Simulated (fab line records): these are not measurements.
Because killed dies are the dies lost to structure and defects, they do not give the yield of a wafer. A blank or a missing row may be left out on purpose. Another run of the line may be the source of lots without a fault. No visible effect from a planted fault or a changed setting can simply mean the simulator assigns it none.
fab line records	flow n5-finfet
[record] lots = 7	wafers = 21
route steps=1938 shown BEOL_M3@963 BEOL_M5@1145 BEOL_M6@1218 BEOL_M7@1302 BEOL_M8@1368
start-h: hours from the record's opening day to when the first of the lot's shown wafers began	wait-h: hours elapsed since this lot's preceding step	" identical to the entry in the row above	L1.1+2: a single row standing in for several wafers	- no value, or no start was given	* or withheld: withheld	< > ~ a bound
route shown NAME@n: names a module that has steps shown in the file, with the first one's number in the route	usual: average and standard deviation across the fault-free wafers	same: alike in all rows	chamber/n: place in a boat	sites: per-site readings	_std_site: the standard deviation of these	_edge_site: the outer-site mean with the inner-site mean subtracted	radius-mm: for every site, how far away it sits from the centre of the wafer	mask NAME#n: copy n	behind: tool/chamber where the wafer was last shaped	hold: why the lot was held/for how many hours/how that ended	device: which transistor (n, p or np) failed to switch	end of line: the same wafers' tests at the end of the route	a step with no rows: only its recipe	killed: count of dies lost to structure and defects at first sort (not the wafer's yield)	map: dies across one wafer; x = killed, . = not, _ = none there
set.NAME: the setting that was run; set.NAME@STEP: the one run at that earlier step	model.NAME: the simulator's own value behind a step, which no gauge read
lots with deliberately changed settings; one table per step, one row per wafer
[[steps]]
[step N5_BEOL_M3_EXPOSE_25]
[recipe] mask-id = V2	na = 0.33	source-shape = quasar	sigma-inner = 0.2	sigma-outer = 0.8	polarization = unpolarized	defocus-nm = 5	dose-mj = 63
lot.wafer	tool	chamber	start-h	wait-h	mask	set.dose-mj
L075.1+4	euv-scanner-02	0	152.96	-	V2#0	60.34
L075.2	"	0	"	"	V2#0	63
L080.3+5+6	euv-scanner-02	0	192.50	-	V2#0	63
L082.1+4	euv-scanner-02	0	197.72	-	V2#0	63
L082.3	"	0	"	"	V2#0	59.49
L084.2+3+4	euv-scanner-02	0	205.18	-	V2#0	63
L091.1+3	euv-scanner-01	0	253.93	-	V2#0	63
L091.6	"	0	"	"	V2#0	59.81
L092.1+5+6	euv-scanner-01	0	258.36	-	V2#0	63
L095.3+4+6	euv-scanner-02	0	276.88	-	V2#0	63
[step N5_BEOL_M3_PEB_26]
[recipe] peb-temp-c = 100	peb-time-s = 60	resist = CAR-EUV
[step N5_BEOL_M3_DEVELOP_27]
[recipe] develop-time-s = 30	developer = TMAH	resist = CAR-EUV	rinse-liquid = surfactant-rinse	dry = air-spin	dev-temp-c = 23
[step N5_BEOL_M3_CD_MEAS_28]
[recipe] target-cd-nm = 25.7	landing-energy-ev = 500	detector = se-inlens	target-cd-y-nm = 23.3	polarity = opening
[usual] cd-nm = 25.72/0.25
lot.wafer	tool	chamber	start-h	wait-h	set.dose-mj@BEOL_M3_EXPOSE_25	cd-nm
L075.1	cd-sem-02	0	153.10	-	60.34	24.65
L075.2	"	0	"	"	63	25.58
L075.4	"	0	"	"	60.34	24.65
L080.3	cd-sem-02	0	192.63	-	63	25.62
L080.5	"	0	"	"	63	25.43
L080.6	"	0	"	"	63	25.35
L082.1	cd-sem-03	0	197.86	-	63	25.61
L082.3	"	0	"	"	59.49	25.06
L082.4	"	0	"	"	63	26.22
L084.2	cd-sem-01	0	205.31	-	63	26.00
L084.3	"	0	"	"	63	25.53
L084.4	"	0	"	"	63	25.79
L091.1	cd-sem-02	0	254.07	-	63	25.71
L091.3	"	0	"	"	63	25.71
L091.6	"	0	"	"	59.81	24.31
L092.1	cd-sem-01	0	258.51	-	63	25.43
L092.5	"	0	"	"	63	25.89
L092.6	"	0	"	"	63	25.86
L095.3	cd-sem-02	0	277.01	-	63	26.15
L095.4	"	0	"	"	63	25.61
L095.6	"	0	"	"	63	26.07
[step N5_BEOL_M3_DESCUM_33]
[recipe] chemistry = O2	time-s = 7	source-power-w = 50	bias-power-w = 20	pressure-mtorr = 20	rf-frequency-hz = 2.712e+07	temp-c = 40	resist = CAR-EUV	o2-flow-sccm = 225
[step N5_BEOL_M3_ETCH_77]
[recipe] chemistry = N2/H2	target = underlayer	target-depth-a = 65	mask-material = CAR-EUV	time-s = 5.2	ion-energy-ev = 200	pressure-mtorr = 30	source-w = 840	bias-w = 150	n2-flow-sccm = 200	h2-flow-sccm = 200	ends = cleared
lot.wafer	tool	chamber	start-h	wait-h	set.spin-rpm@BEOL_M3_COAT_76	model.etch.depth-nm
L075.1	rie-diel-05	0	153.26	0.0	1500	4.992
L075.2	"	2	"	"	1344	5.27
L075.4	"	1	"	"	1500	5
L080.3	rie-diel-05	3	192.78	0.0	1500	4.979
L080.5	"	3	"	"	1548	4.932
L080.6	"	0	"	"	1548	4.922
L082.1	rie-diel-03	3	198.02	0.0	1500	4.99
L082.3	"	0	"	"	1500	4.973
L082.4	"	3	"	"	1500	4.985
L084.2	rie-diel-05	0	205.47	0.0	1500	5.007
L084.3	"	1	"	"	1640	4.782
L084.4	"	3	"	"	1640	4.777
L091.1	rie-diel-04	1	254.23	0.0	1500	5.017
L091.3	"	0	"	"	1563	4.916
L091.6	"	0	"	"	1500	5.021
L092.1	rie-diel-03	0	258.67	0.0	1500	5
L092.5	"	1	"	"	1500	5.007
L092.6	"	0	"	"	1500	4.997
L095.3	rie-diel-03	3	277.16	0.0	1500	4.994
L095.4	"	1	"	"	1500	4.98
L095.6	"	3	"	"	1500	4.977
[step N5_BEOL_M3_DEP_57]
[recipe] material = SiCN	target-thk-a = 80	temp-c = withheld	precursor = 3MS/NH3	pressure-torr = 3	rf-w = 202	time-s = 14
lot.wafer	tool	chamber	start-h	wait-h	set.time-s	model.SiCN_of_BEOL_M3_DEP_57.thk-nm
L075.1	pecvd-02	0	162.09	0.0	16.06	9.2
L075.2+4	"	2	"	"	14	8
L080.3	pecvd-01	2	200.67	0.0	14	7.8
L080.5	"	0	"	"	14	8
L080.6	"	2	"	"	15.54	8.8
L082.1	pecvd-02	1	204.53	0.0	14	7.8
L082.3+4	"	0,2	"	"	14	8
L084.2	pecvd-02	1	217.78	0.0	12.59	7.2
L084.3	"	0	"	"	14	8
L084.4	"	1	"	"	14	8.2
L091.1+6	pecvd-01	1,2	261.12	0.0	13.44	7.8
L091.3	"	2	"	"	14	8
L092.1	pecvd-02	0	270.45	0.0	14	8
L092.5	"	2	"	"	14	8.2
L092.6	"	1	"	"	15.83	9.2
L095.3+4+6	pecvd-01	2,1,2	281.67	0.0	14	7.8
[step N5_BEOL_M5_EXPOSE_25]
[recipe] mask-id = V4	na = 0.33	source-shape = quasar	sigma-inner = 0.2	sigma-outer = 0.6	polarization = unpolarized	defocus-nm = 10	dose-mj = 52.75
lot.wafer	tool	chamber	start-h	wait-h	mask	set.dose-mj
L075.1+2	euv-scanner-02	0	180.05	-	V4#0	49.2
L075.4	"	0	"	"	V4#0	52.75
L080.3+5+6	euv-scanner-01	0	222.14	-	V4#0	52.75
L082.1+4	euv-scanner-01	0	227.75	-	V4#0	52.75
L082.3	"	0	"	"	V4#0	56.01
L084.2+3	euv-scanner-01	0	241.59	-	V4#0	56.41
L084.4	"	0	"	"	V4#0	52.75
L091.1+3+6	euv-scanner-01	0	277.20	-	V4#0	52.75
L092.1+5	euv-scanner-01	0	289.59	-	V4#0	50.08
L092.6	"	0	"	"	V4#0	52.75
L095.3+4+6	euv-scanner-02	0	300.13	-	V4#0	52.75
[step N5_BEOL_M5_PEB_26]
[recipe] peb-temp-c = 100	peb-time-s = 60	resist = CAR-EUV
[step N5_BEOL_M5_DEVELOP_27]
[recipe] develop-time-s = 30	developer = TMAH	resist = CAR-EUV	rinse-liquid = surfactant-rinse	dry = air-spin	dev-temp-c = 23
[step N5_BEOL_M5_CD_MEAS_28]
[recipe] target-cd-nm = 30.6	landing-energy-ev = 500	detector = se-inlens	target-cd-y-nm = 20	polarity = opening
[usual] cd-nm = 30.50/0.26
lot.wafer	tool	chamber	start-h	wait-h	set.dose-mj@BEOL_M5_EXPOSE_25	cd-nm
L075.1	cd-sem-02	0	180.19	-	49.2	28.78
L075.2	"	0	"	"	49.2	28.97
L075.4	"	0	"	"	52.75	30.65
L080.3	cd-sem-02	0	222.27	-	52.75	30.40
L080.5	"	0	"	"	52.75	30.55
L080.6	"	0	"	"	52.75	30.40
L082.1	cd-sem-02	0	227.89	-	52.75	30.32
L082.3	"	0	"	"	56.01	31.83
L082.4	"	0	"	"	52.75	30.73
L084.2	cd-sem-01	0	241.73	-	56.41	32.02
L084.3	"	0	"	"	56.41	31.76
L084.4	"	0	"	"	52.75	30.64
L091.1	cd-sem-03	0	277.34	-	52.75	30.47
L091.3	"	0	"	"	52.75	30.68
L091.6	"	0	"	"	52.75	30.61
L092.1	cd-sem-01	0	289.73	-	50.08	29.24
L092.5	"	0	"	"	50.08	29.20
L092.6	"	0	"	"	52.75	30.64
L095.3	cd-sem-03	0	300.26	-	52.75	30.62
L095.4	"	0	"	"	52.75	30.43
L095.6	"	0	"	"	52.75	30.44
[step N5_BEOL_M5_DESCUM_33]
[recipe] chemistry = O2	time-s = 7	source-power-w = 50	bias-power-w = 20	pressure-mtorr = 20	rf-frequency-hz = 2.712e+07	temp-c = 40	resist = CAR-EUV	o2-flow-sccm = 225
[step N5_BEOL_M5_ETCH_75]
[recipe] chemistry = N2/H2	target = underlayer	target-depth-a = 65	mask-material = CAR-EUV	time-s = 5.2	ion-energy-ev = 200	pressure-mtorr = 30	source-w = 840	bias-w = 150	n2-flow-sccm = 200	h2-flow-sccm = 200	ends = cleared
lot.wafer	tool	chamber	start-h	wait-h	set.dose-mj@BEOL_M5_EXPOSE_25	model.BEOL_M5.cd-nm
L075.1	rie-diel-03	3	180.56	0.0	49.2	26.6
L075.2	"	0	"	"	49.2	26
L075.4	"	2	"	"	52.75	28
L080.3	rie-diel-03	1	222.42	0.0	52.75	28.2
L080.5	"	3	"	"	52.75	28.4
L080.6	"	2	"	"	52.75	28
L082.1	rie-diel-04	3	228.05	0.0	52.75	27.6
L082.3	"	2	"	"	56.01	28.8
L082.4	"	1	"	"	52.75	28
L084.2	rie-diel-03	3	241.88	0.0	56.41	29.4
L084.3	"	2	"	"	56.41	29.2
L084.4	"	0	"	"	52.75	27.8
L091.1+6	rie-diel-04	3,0	277.50	0.0	52.75	28
L091.3	"	2	"	"	52.75	28.2
L092.1	rie-diel-04	2	289.89	0.0	50.08	26
L092.5	"	0	"	"	50.08	27.2
L092.6	"	1	"	"	52.75	27.4
L095.3	rie-diel-03	0	300.68	0.0	52.75	28
L095.4+6	"	3,2	"	"	52.75	27.8
[step N5_BEOL_M6_COAT_63]
[recipe] resist = SOC	temp-c = 250	time-s = 60	spin-rpm = 1500	resist-thk-nm = 60
lot.wafer	tool	chamber	start-h	wait-h	set.spin-rpm	model.SOC_of_BEOL_M6_COAT_63.thk-nm
L075.1	litho-track-05	0	194.99	3.5	1500	59.8
L075.2	"	0	"	"	1580	58.4
L075.4	"	0	"	"	1580	58.2
L080.3+6	litho-track-01	0	237.81	4.3	1417	61.8
L080.5	"	0	"	"	1500	60.2
L082.1+4	litho-track-01	0	241.17	1.2	1500	60.2
L082.3	"	0	"	"	1437	61.4
L084.2+4	litho-track-01	0	253.64	1.1	1500	60.4
L084.3	"	0	"	"	1500	60.6
L091.1+3	litho-track-01	0	289.43	1.4	1500	60.2
L091.6	"	0	"	"	1387	62.6
L092.1	litho-track-03	0	304.06	1.9	1500	59.8
L092.5	"	0	"	"	1543	59
L092.6	"	0	"	"	1500	60
L095.3+4+6	litho-track-03	0	311.35	0.1	1500	60
[step N5_BEOL_M6_COAT_22]
[recipe] resist = CAR-EUV	spin-rpm = 1500	resist-thk-nm = 30
lot.wafer	tool	chamber	start-h	wait-h	set.spin-rpm	model.CAR-EUV_of_BEOL_M6_COAT_22.thk-nm
L075.1+2	litho-track-05	0	-	-	1636	28.6
L075.4	"	0	"	"	1500	30
L080.3+5+6	litho-track-01	0	-	-	1500	30.2
L082.1+3+4	litho-track-01	0	-	-	1500	30
L084.2+4	litho-track-01	0	-	-	1500	30.2
L084.3	"	0	"	"	1500	30
L091.1	litho-track-01	0	-	-	1500	30.2
L091.3	"	0	"	"	1500	30
L091.6	"	0	"	"	1570	29.4
L092.1	litho-track-03	0	-	-	1543	29.4
L092.5	"	0	"	"	1500	30
L092.6	"	0	"	"	1500	29.8
L095.3+4+6	litho-track-03	0	-	-	1500	30
[step N5_BEOL_M6_EBR_24]
[recipe] solvent = PGMEA	ebr-width-mm = 1.5
[step N5_BEOL_M6_SOFTBAKE_23]
[recipe] temp-c = 110	time-s = 60	resist = CAR-EUV
[step N5_BEOL_M6_DESCUM_33]
[recipe] chemistry = O2	time-s = 7	source-power-w = 50	bias-power-w = 20	pressure-mtorr = 20	rf-frequency-hz = 2.712e+07	temp-c = 40	resist = CAR-EUV	o2-flow-sccm = 225
lot.wafer	tool	chamber	start-h	wait-h	set.spin-rpm@BEOL_M6_COAT_22	model.CAR-EUV_of_BEOL_M6_COAT_22.thk-nm
L075.1+2	rie-diel-02	0,1	195.49	0.1	1636	24.8
L075.4	"	3	"	"	1500	26
L080.3+6	rie-diel-06	1	238.24	0.0	1500	26.4
L080.5	"	2	"	"	1500	26.2
L082.1+3+4	rie-diel-01	3,0,2	241.61	0.0	1500	26
L084.2+3+4	rie-diel-02	2,1,0	254.08	0.0	1500	26.2
L091.1+3	rie-diel-02	2,1	289.95	0.0	1500	26.2
L091.6	"	2	"	"	1570	25.6
L092.1	rie-diel-06	1	304.92	0.5	1543	25.6
L092.5+6	"	1,0	"	"	1500	26
L095.3+4+6	rie-diel-01	0,2,1	312.10	0.3	1500	26.2
[step N5_BEOL_M6_ETCH_72]
[recipe] chemistry = N2/H2	target = underlayer	target-depth-a = 65	mask-material = CAR-EUV	time-s = 5.2	ion-energy-ev = 200	pressure-mtorr = 30	source-w = 840	bias-w = 150	n2-flow-sccm = 200	h2-flow-sccm = 200	ends = cleared
[step N5_BEOL_M6_ETCH_65]
[recipe] chemistry = CF4	target = SiARC	target-depth-a = 156	mask-material = CAR-EUV	time-s = 26	ion-energy-ev = 80	pressure-mtorr = 40	source-w = 545	bias-w = 36	Ar_flow_sccm = 100	cf4-flow-sccm = 100	ends = cleared
[step N5_BEOL_M6_ETCH_66]
[recipe] chemistry = N2/H2	target = SOC	target-depth-a = 800	overetch-a = 160	mask-material = SiARC	temp-c = 40	time-s = 120	ion-energy-ev = 200	pressure-mtorr = 30	source-w = 840	bias-w = 150	n2-flow-sccm = 200	h2-flow-sccm = 200
lot.wafer	tool	chamber	start-h	wait-h	set.spin-rpm@BEOL_M6_COAT_63	model.etch.depth-nm
L075.1	rie-diel-02	0	195.57	0.0	1500	59.86
L075.2	"	1	"	"	1580	58.46
L075.4	"	3	"	"	1580	58.28
L080.3	rie-diel-06	1	238.32	0.0	1417	61.75
L080.5	"	2	"	"	1500	60.16
L080.6	"	1	"	"	1417	61.83
L082.1	rie-diel-01	3	241.69	0.0	1500	60.2
L082.3	"	0	"	"	1437	61.39
L082.4	"	2	"	"	1500	60.24
L084.2	rie-diel-02	2	254.16	0.0	1500	60.41
L084.3	"	1	"	"	1500	60.53
L084.4	"	0	"	"	1500	60.38
L091.1	rie-diel-02	2	290.03	0.0	1500	60.18
L091.3	"	1	"	"	1500	60.14
L091.6	"	2	"	"	1387	62.54
L092.1	rie-diel-06	1	305.00	0.0	1500	59.7
L092.5	"	1	"	"	1543	58.96
L092.6	"	0	"	"	1500	59.98
L095.3	rie-diel-01	0	312.18	0.0	1500	59.96
L095.4+6	"	2,1	"	"	1500	60
[step N5_BEOL_M6_STRIP_69]
[recipe] chemistry = N2/H2	temp-c = 40	n2-flow-sccm = 200	h2-flow-sccm = 200	rf-frequency-hz = 6e+07
[step N5_BEOL_M6_STRIP_73]
[recipe] chemistry = N2/H2	temp-c = 40	n2-flow-sccm = 200	h2-flow-sccm = 200	rf-frequency-hz = 6e+07
[step N5_BEOL_M6_VIA_ETCH_34]
[recipe] chemistry = C4F6/O2	target = SiCOH_lowk	target-depth-a = 1263	mask-material = SOC	taper-deg = 4	time-s = 50.9	ion-energy-ev = 250	pressure-mtorr = 30	source-w = 345	bias-w = 185	Ar_flow_sccm = 300	C4F6_flow_sccm = 10	O2_flow_sccm = 10
lot.wafer	tool	chamber	start-h	wait-h	set.spin-rpm@BEOL_M6_COAT_63	model.SOC_of_BEOL_M6_COAT_63.thk-nm
L075.1	rie-diel-02	0	195.67	0.0	1500	53.8
L075.2	"	1	"	"	1580	52.6
L075.4	"	3	"	"	1580	52.2
L080.3+6	rie-diel-06	1	238.42	0.0	1417	55.8
L080.5	"	2	"	"	1500	54
L082.1+4	rie-diel-01	3,2	241.79	0.0	1500	54
L082.3	"	0	"	"	1437	55.6
L084.2+4	rie-diel-02	2,0	254.26	0.0	1500	54.4
L084.3	"	1	"	"	1500	54.6
L091.1	rie-diel-02	2	290.13	0.0	1500	54
L091.3	"	1	"	"	1500	54.2
L091.6	"	2	"	"	1387	56.4
L092.1	rie-diel-06	1	305.10	0.0	1500	53.6
L092.5	"	1	"	"	1543	52.8
L092.6	"	0	"	"	1500	53.8
L095.3	rie-diel-01	0	312.28	0.0	1500	54.2
L095.4+6	"	2,1	"	"	1500	53.8
[step N5_BEOL_M7_ETCH_66]
[recipe] chemistry = N2/H2	target = SOC	target-depth-a = 800	overetch-a = 160	mask-material = SiARC	temp-c = 40	time-s = 120	ion-energy-ev = 200	pressure-mtorr = 30	source-w = 840	bias-w = 150	n2-flow-sccm = 200	h2-flow-sccm = 200
[usual] rf-vpp-V = 523.8/1.9
lot.wafer	tool	chamber	start-h	wait-h	set.bias-w	rf-vpp-V	model.SiARC_of_BEOL_M7_COAT_64.thk-nm
L075.1	rie-diel-03	1	202.73	0.0	127.2	472.0	7.6
L075.2	"	3	"	"	150	526.4	6.2
L075.4	"	0	"	"	127.2	470.6	7.6
L080.3	rie-diel-03	0	247.07	0.0	150	522.4	6.4
L080.5	"	0	"	"	150	522.9	6.4
L080.6	"	3	"	"	150	526.5	5.8
L082.1	rie-diel-05	1	250.73	0.0	150	522.7	6.8
L082.3	"	2	"	"	150	523.4	6.6
L082.4	"	3	"	"	158	541.3	6
L084.2	rie-diel-04	1	266.05	0.0	176.9	582.2	5.6
L084.3	"	3	"	"	176.9	581.0	5.2
L084.4	"	1	"	"	150	524.9	6.8
L091.1	rie-diel-05	3	297.63	0.0	150	522.8	6.4
L091.3	"	1	"	"	139.9	499.8	7.4
L091.6	"	2	"	"	150	524.0	6.8
L092.1	rie-diel-04	0	312.54	0.0	150	522.6	6.2
L092.5	"	3	"	"	142.2	505.7	6.8
L092.6	"	0	"	"	142.2	505.0	6.6
L095.3	rie-diel-05	3	318.33	0.0	150	522.7	6.4
L095.4	"	1	"	"	150	524.5	6.8
L095.6	"	2	"	"	150	522.4	6.8
[step N5_BEOL_M7_VIA_ETCH_34]
[recipe] chemistry = C4F6/O2	target = SiCOH_lowk	target-depth-a = 1255	mask-material = SOC	taper-deg = 4	time-s = 50.5	ion-energy-ev = 250	pressure-mtorr = 30	source-w = 345	bias-w = 185	Ar_flow_sccm = 300	C4F6_flow_sccm = 10	O2_flow_sccm = 10
[usual] rf-vpp-V = 666/14
lot.wafer	tool	chamber	start-h	wait-h	set.source-w	rf-vpp-V
L075.1	rie-diel-03	1	202.83	0.0	345	679
L075.2	"	3	"	"	345	688
L075.4	"	0	"	"	345	662
L080.3	rie-diel-03	0	247.17	0.0	345	662
L080.5	"	0	"	"	345	662
L080.6	"	3	"	"	345	690
L082.1	rie-diel-05	1	250.83	0.0	345	657
L082.3	"	2	"	"	394.9	604
L082.4	"	3	"	"	345	676
L084.2	rie-diel-04	1	266.15	0.0	345	647
L084.3	"	3	"	"	394.3	606
L084.4	"	1	"	"	394.3	604
L091.1	rie-diel-05	3	297.73	0.0	289.7	740
L091.3	"	1	"	"	345	656
L091.6	"	2	"	"	345	647
L092.1	rie-diel-04	0	312.64	0.0	297	732
L092.5	"	3	"	"	345	650
L092.6	"	0	"	"	345	678
L095.3	rie-diel-05	3	318.43	0.0	345	677
L095.4	"	1	"	"	345	657
L095.6	"	2	"	"	345	646
[step N5_BEOL_M8_DESCUM_33]
[recipe] chemistry = O2	time-s = 7	source-power-w = 50	bias-power-w = 20	pressure-mtorr = 20	rf-frequency-hz = 2.712e+07	temp-c = 40	resist = CAR-EUV	o2-flow-sccm = 225
lot.wafer	tool	chamber	start-h	wait-h	set.time-s	model.CAR-EUV_of_BEOL_M8_COAT_22.thk-nm
L075.1	rie-diel-01	2	212.09	0.0	7.802	25.6
L075.2+4	"	0,1	"	"	7	26.2
L080.3	rie-diel-01	0	254.49	0.4	7	26.2
L080.5+6	"	0,1	"	"	5.591	26.8
L082.1	rie-diel-06	2	261.09	0.0	7	26.2
L082.3+4	"	1,3	"	"	6.262	26.4
L084.2+4	rie-diel-02	2,3	275.80	0.3	8.255	25.4
L084.3	"	0	"	"	8.255	25.2
L091.1+6	rie-diel-02	0,2	306.72	0.4	7.694	25.6
L091.3	"	1	"	"	7	26.2
L092.1	rie-diel-01	3	319.37	0.1	8.227	25.2
L092.5+6	"	2,1	"	"	8.227	25.4
L095.3+6	rie-diel-02	1,2	324.36	0.1	7	26.2
L095.4	"	0	"	"	7	26
[step N5_BEOL_M8_ETCH_65]
[recipe] chemistry = CF4	target = SiARC	target-depth-a = 156	mask-material = CAR-EUV	time-s = 26	ion-energy-ev = 80	pressure-mtorr = 40	source-w = 545	bias-w = 36	Ar_flow_sccm = 100	cf4-flow-sccm = 100	ends = cleared
lot.wafer	tool	chamber	start-h	wait-h	set.cf4-flow-sccm	set.time-s@BEOL_M8_DESCUM_33	model.CAR-EUV_of_BEOL_M8_COAT_22.thk-nm
L075.1	rie-diel-01	2	212.14	0.0	100	7.802	10.8
L075.2	"	0	"	"	82.56	7	11.2
L075.4	"	1	"	"	100	7	11.2
L080.3	rie-diel-01	0	254.54	0.0	87.27	7	11.2
L080.5	"	0	"	"	100	5.591	12
L080.6	"	1	"	"	87.27	5.591	11.8
L082.1	rie-diel-06	2	261.14	0.0	100	7	11.2
L082.3	"	1	"	"	114	6.262	11.6
L082.4	"	3	"	"	114	6.262	11.4
L084.2	rie-diel-02	2	275.85	0.0	121.5	8.255	10.4
L084.3+4	"	0,3	"	"	100	8.255	10.4
L091.1	rie-diel-02	0	306.77	0.0	77.78	7.694	10.8
L091.3	"	1	"	"	100	7	11.2
L091.6	"	2	"	"	100	7.694	10.8
L092.1+6	rie-diel-01	3,1	319.42	0.0	100	8.227	10.4
L092.5	"	2	"	"	89.77	8.227	10.4
L095.3+4+6	rie-diel-02	1,0,2	324.41	0.0	100	7	11.2
[[key]]
[split] step = N5_BEOL_M3_EXPOSE_25	setting = dose-mj	stated = 63	by = wafer
[response] step = N5_BEOL_M3_CD_MEAS_28	reading = cd-nm	change = +0.211	per = 1%	r = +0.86
[split] step = N5_BEOL_M3_DEP_57	setting = time-s	stated = 14	by = wafer
[response] step = N5_BEOL_M3_DEP_57	reading = model.SiCN_of_BEOL_M3_DEP_57.thk-nm	change = +0.0828	per = 1%	r = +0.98
[split] step = N5_BEOL_M5_EXPOSE_25	setting = dose-mj	stated = 52.75	by = wafer
[response] step = N5_BEOL_M5_CD_MEAS_28	reading = cd-nm	change = +0.228	per = 1%	r = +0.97
[response] step = N5_BEOL_M5_ETCH_75	reading = model.BEOL_M5.cd-nm	change = +0.204	per = 1%	r = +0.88
[split] step = N5_BEOL_M6_COAT_63	setting = spin-rpm	stated = 1500	by = wafer
[response] step = N5_BEOL_M6_COAT_63	reading = model.SOC_of_BEOL_M6_COAT_63.thk-nm	change = -0.3	per = 1%	r = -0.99
[response] step = N5_BEOL_M6_ETCH_66	reading = model.etch.depth-nm	change = -0.299	per = 1%	r = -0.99
[response] step = N5_BEOL_M6_VIA_ETCH_34	reading = model.SOC_of_BEOL_M6_COAT_63.thk-nm	change = -0.311	per = 1%	r = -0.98
[split] step = N5_BEOL_M6_COAT_22	setting = spin-rpm	stated = 1500	by = wafer
[response] step = N5_BEOL_M6_COAT_22	reading = model.CAR-EUV_of_BEOL_M6_COAT_22.thk-nm	change = -0.155	per = 1%	r = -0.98
[response] step = N5_BEOL_M6_DESCUM_33	reading = model.CAR-EUV_of_BEOL_M6_COAT_22.thk-nm	change = -0.132	per = 1%	r = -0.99
[split] step = N5_BEOL_M7_ETCH_66	setting = bias-w	stated = 150	by = wafer
[response] step = N5_BEOL_M7_ETCH_66	reading = rf-vpp-V	change = +3.37	per = 1%	r = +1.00
[response] step = N5_BEOL_M7_ETCH_66	reading = model.SiARC_of_BEOL_M7_COAT_64.thk-nm	change = -0.0889	per = 1%	r = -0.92
[split] step = N5_BEOL_M7_VIA_ETCH_34	setting = source-w	stated = 345	by = wafer
[response] step = N5_BEOL_M7_VIA_ETCH_34	reading = rf-vpp-V	change = -4.48	per = 1%	r = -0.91
[split] step = N5_BEOL_M8_DESCUM_33	setting = time-s	stated = 7	by = wafer
[response] step = N5_BEOL_M8_DESCUM_33	reading = model.CAR-EUV_of_BEOL_M8_COAT_22.thk-nm	change = -0.0362	per = 1%	r = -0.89
[response] step = N5_BEOL_M8_ETCH_65	reading = model.CAR-EUV_of_BEOL_M8_COAT_22.thk-nm	change = -0.0346	per = 1%	r = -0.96
[split] step = N5_BEOL_M8_ETCH_65	setting = cf4-flow-sccm	stated = 100	by = wafer
response none clear
split outside-this-file step=N5_BEOL_M3_COAT_76 setting=spin-rpm
// split outside-this-file: this setting was split too, and the file shows its column; the key of that split is in another file
